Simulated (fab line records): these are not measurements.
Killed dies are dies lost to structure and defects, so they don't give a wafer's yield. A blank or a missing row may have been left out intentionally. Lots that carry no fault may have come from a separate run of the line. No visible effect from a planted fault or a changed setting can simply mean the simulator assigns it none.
Matching of chambers :: flow n5_finfet :: N5_BEOL_M4_ETCH_63 on rie_diel-04 has 4 sister chambers
The step etches SiARC in CF4, target depth 15.6 nm, time 26 s. 16 wafers are shown with their chamber, then 8 later ones without.

## WAFERS WITH THEIR CHAMBER
wafer: L076.3
chamber: 1
drypump_motor_current_A (A): 5.3
showerhead_plenum_p_Torr (Torr): 2.21
oes_product_au (a.u.): 0.60

wafer: L076.4
chamber: 3
drypump_motor_current_A (A): 5.6
showerhead_plenum_p_Torr (Torr): 2.04
oes_product_au (a.u.): 0.59

wafer: L076.6
chamber: 0
drypump_motor_current_A (A): 5.8
showerhead_plenum_p_Torr (Torr): 2.05
oes_product_au (a.u.): 0.59

wafer: L078.2
chamber: 0
drypump_motor_current_A (A): 5.9
showerhead_plenum_p_Torr (Torr): 2.05
oes_product_au (a.u.): 0.59

wafer: L078.4
chamber: 2
drypump_motor_current_A (A): 4.8
showerhead_plenum_p_Torr (Torr): 2.09
oes_product_au (a.u.): 0.75

wafer: L078.5
chamber: 0
drypump_motor_current_A (A): 5.9
showerhead_plenum_p_Torr (Torr): 2.05
oes_product_au (a.u.): 0.59

wafer: L082.1
chamber: 1
drypump_motor_current_A (A): 5.3
showerhead_plenum_p_Torr (Torr): 2.21
oes_product_au (a.u.): 0.60

wafer: L082.4
chamber: 2
drypump_motor_current_A (A): 4.8
showerhead_plenum_p_Torr (Torr): 2.09
oes_product_au (a.u.): 0.74

wafer: L082.5
chamber: 1
drypump_motor_current_A (A): 5.3
showerhead_plenum_p_Torr (Torr): 2.21
oes_product_au (a.u.): 0.60

wafer: L089.3
chamber: 0
drypump_motor_current_A (A): 5.8
showerhead_plenum_p_Torr (Torr): 2.04
oes_product_au (a.u.): 0.59

wafer: L089.4
chamber: 3
drypump_motor_current_A (A): 5.6
showerhead_plenum_p_Torr (Torr): 2.03
oes_product_au (a.u.): 0.58

wafer: L089.5
chamber: 1
drypump_motor_current_A (A): 5.3
showerhead_plenum_p_Torr (Torr): 2.20
oes_product_au (a.u.): 0.59

wafer: L091.1
chamber: 0
drypump_motor_current_A (A): 5.8
showerhead_plenum_p_Torr (Torr): 2.04
oes_product_au (a.u.): 0.59

wafer: L091.3
chamber: 3
drypump_motor_current_A (A): 5.6
showerhead_plenum_p_Torr (Torr): 2.03
oes_product_au (a.u.): 0.58

wafer: L091.4
chamber: 2
drypump_motor_current_A (A): 4.8
showerhead_plenum_p_Torr (Torr): 2.09
oes_product_au (a.u.): 0.72

wafer: L094.4
chamber: 3
drypump_motor_current_A (A): 5.6
showerhead_plenum_p_Torr (Torr): 2.03
oes_product_au (a.u.): 0.57

SIGNATURES (means of the wafers above)
reading: drypump_motor_current_A
chamber 0: 5.840
chamber 1: 5.300
chamber 2: 4.800
chamber 3: 5.600
scatter within a chamber: 0.0316

reading: showerhead_plenum_p_Torr
chamber 0: 2.0460
chamber 1: 2.2075
chamber 2: 2.0900
chamber 3: 2.0325
scatter within a chamber: 0.00474

reading: oes_product_au
chamber 0: 0.5900
chamber 1: 0.5975
chamber 2: 0.7367
chamber 3: 0.5800
scatter within a chamber: 0.00786
Rule: distance of a wafer from a chamber = root of the sum over the readings of ((wafer's reading minus chamber's mean) / reading's scatter) squared. The wafer belongs to the nearest chamber; if the next one is less than 2 further off, it can't be placed. The scatter is the square root of a quotient: the sum, over the shown wafers, of each reading's squared deviation from its chamber's mean, divided by wafers minus chambers.

## WAFERS WITH NO CHAMBER GIVEN
wafer: L094.5
drypump_motor_current_A (A): 4.8
showerhead_plenum_p_Torr (Torr): 2.08
oes_product_au (a.u.): 0.70

wafer: L094.6
drypump_motor_current_A (A): 5.6
showerhead_plenum_p_Torr (Torr): 2.03
oes_product_au (a.u.): 0.57

wafer: L096.1
drypump_motor_current_A (A): 5.6
showerhead_plenum_p_Torr (Torr): 2.03
oes_product_au (a.u.): 0.57

wafer: L096.2
drypump_motor_current_A (A): 5.3
showerhead_plenum_p_Torr (Torr): 2.20
oes_product_au (a.u.): 0.58

wafer: L096.4
drypump_motor_current_A (A): 5.8
showerhead_plenum_p_Torr (Torr): 2.04
oes_product_au (a.u.): 0.57

wafer: L097.4
drypump_motor_current_A (A): 4.8
showerhead_plenum_p_Torr (Torr): 2.08
oes_product_au (a.u.): 0.69

wafer: L097.5
drypump_motor_current_A (A): 5.9
showerhead_plenum_p_Torr (Torr): 2.04
oes_product_au (a.u.): 0.57

wafer: L097.6
drypump_motor_current_A (A): 5.7
showerhead_plenum_p_Torr (Torr): 2.03
oes_product_au (a.u.): 0.56

## WHICH CHAMBER EACH ONE RAN IN
wafer: L094.5
from the rows above: 2
in truth: 2

wafer: L094.6
from the rows above: 3
in truth: 3

wafer: L096.1
from the rows above: 3
in truth: 3

wafer: L096.2
from the rows above: 1
in truth: 1

wafer: L096.4
from the rows above: 0
in truth: 0

wafer: L097.4
from the rows above: 2
in truth: 2

wafer: L097.5
from the rows above: 0
in truth: 0

wafer: L097.6
from the rows above: 3
in truth: 3
Correctly placed: 8 of 8. Number that these rows cannot place: 0. 0 placed wrongly.
